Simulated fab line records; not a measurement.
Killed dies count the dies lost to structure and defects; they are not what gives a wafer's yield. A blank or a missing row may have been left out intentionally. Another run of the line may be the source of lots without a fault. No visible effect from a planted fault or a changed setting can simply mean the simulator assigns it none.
Comparing a struck lot with a sound one | flow n5-finfet | 15 steps out of a route of 1938
Sound: wafers L718.3, L718.4, L718.6. Struck: wafer L731.2; the same lot's L731.6 was not struck, so it is left out; see the end for the cause.
At each step with rows: each side's tool, then ch and its chambers, then its first start. Under that, the readings that differ: sound wafers | struck wafers | difference of the means | sigmas: that difference in standard deviations of wafers without a fault.
alike: same words and numbers on both sides, and readings whose means sit less than 2 such deviations apart. not compared: any withheld reading, any reading some wafer has no value for, any bound like >300 that may hide the same value, and any number with overlapping values for which the record gives no deviation.
The two part at a step that has a row with sigmas, a row that says differs or no value, or rows on one side only. Numbers that don't overlap but have no deviation are shown without sigmas and don't part them. Lack of a reading on every wafer of one side parts them only where that side has two or more wafers.

N5_BEOL_M11_CURE_72: cures SiCOH lowk, time 120 s.
  sound on uv-cure-01 ch 1, day 10 01:25; struck on uv-cure-02 ch 0, day 14 08:59
  alike: lamp-power-pct, wafer_temp_C_max
then, 1 step without rows for these wafers: N5_BEOL_M11_DEGAS_44 (time 60 s).
N5_BEOL_M11_PRE_CLEAN_45: time 30 s.
  sound: pvd-sputter-02 at day 10 01:55; struck: pvd-sputter-01 at day 14 09:19
  alike: heater-power-w, susceptor-temp-C
N5_BEOL_M11_ALD_74: deposits TaN, target thk 2 nm, pulse time 2 s, purge time 3 s.
  sound on ald-metal-04 ch 1,3, day 10 02:00; struck on ald-metal-02 ch 3, day 14 09:36
  alike: heater-power-w, susceptor-temp-C
N5_BEOL_M11_SURFACE_TREAT_76:
  sound: pvd-sputter-02 at day 10 02:19; struck: pvd-sputter-03 at day 14 11:01
  not compared: throttle-valve-pct
then, 4 steps without rows for these wafers: N5_BEOL_M11_CVD_75 (deposits Co from CCTBA/H2, target thk 2 nm, time 138.9 s); N5_BEOL_M11_SPUTTER_48 (material Cu, target thk 12 nm, time 2 s); N5_BEOL_M11_ECD_50 (material Cu, target thk 318 nm); N5_BEOL_M11_ANNEAL_51 (time 90 s).
N5_BEOL_M11_CMP_52: polishes, stops on SiCOH lowk, t overpolish 7 s, target thk 140 nm.
  sound on cmp-01 ch 0,1,2, day 10 03:43; struck on cmp-02 ch 2, day 14 12:52
  reading             | sound       | struck | difference | sigmas
  motor-current-A (A) | 6.7 7.2 6.4 | 5.0    | -1.8       | -2
  alike: barrier-field-endpoint-s, overpolish-run-s, platen-rpm, time-to-endpoint-s
N5_BEOL_M11_THK_MEAS_53: measures by xrf.
  sound: film-metro-01 at day 10 03:56; struck: film-metro-01 at day 14 13:04
  alike: M11_THK
then, 1 step without rows for these wafers: N5_BEOL_M11_PRE_CLEAN_55 (time 15 s).
N5_BEOL_M11_DEP_56: deposits SiCN from 3MS/NH3, target thk 30 nm, time 10.5 s.
  sound on pecvd-02 ch 0,1, day 10 03:59; struck on pecvd-01 ch 1, day 14 13:07
  reading                                   | sound          | struck | difference | sigmas
  model.SiCN_of_BEOL_M11_DEP_56.thk-nm (nm) | 29.8 30.2 29.8 | 34.8   | +4.9       |
  alike: showerhead-plenum-p-Torr, throttle-valve-pct
N5_BEOL_M11_RS_MEAS_57: a four-point-probe measurement.
  sound: film-metro-02 at day 10 04:03; struck: film-metro-01 at day 14 13:11
  alike: M11_RS
N5_PASSIVATION_PROBE_49:
  the record has rows for the sound wafers here (prober-02, day 12 05:14) and none for the struck ones

## WHERE THEY PART
Last at N5_PASSIVATION_PROBE_49 as far as this record goes, first at N5_BEOL_M11_CMP_52.

WHY: what had been put in by the simulator
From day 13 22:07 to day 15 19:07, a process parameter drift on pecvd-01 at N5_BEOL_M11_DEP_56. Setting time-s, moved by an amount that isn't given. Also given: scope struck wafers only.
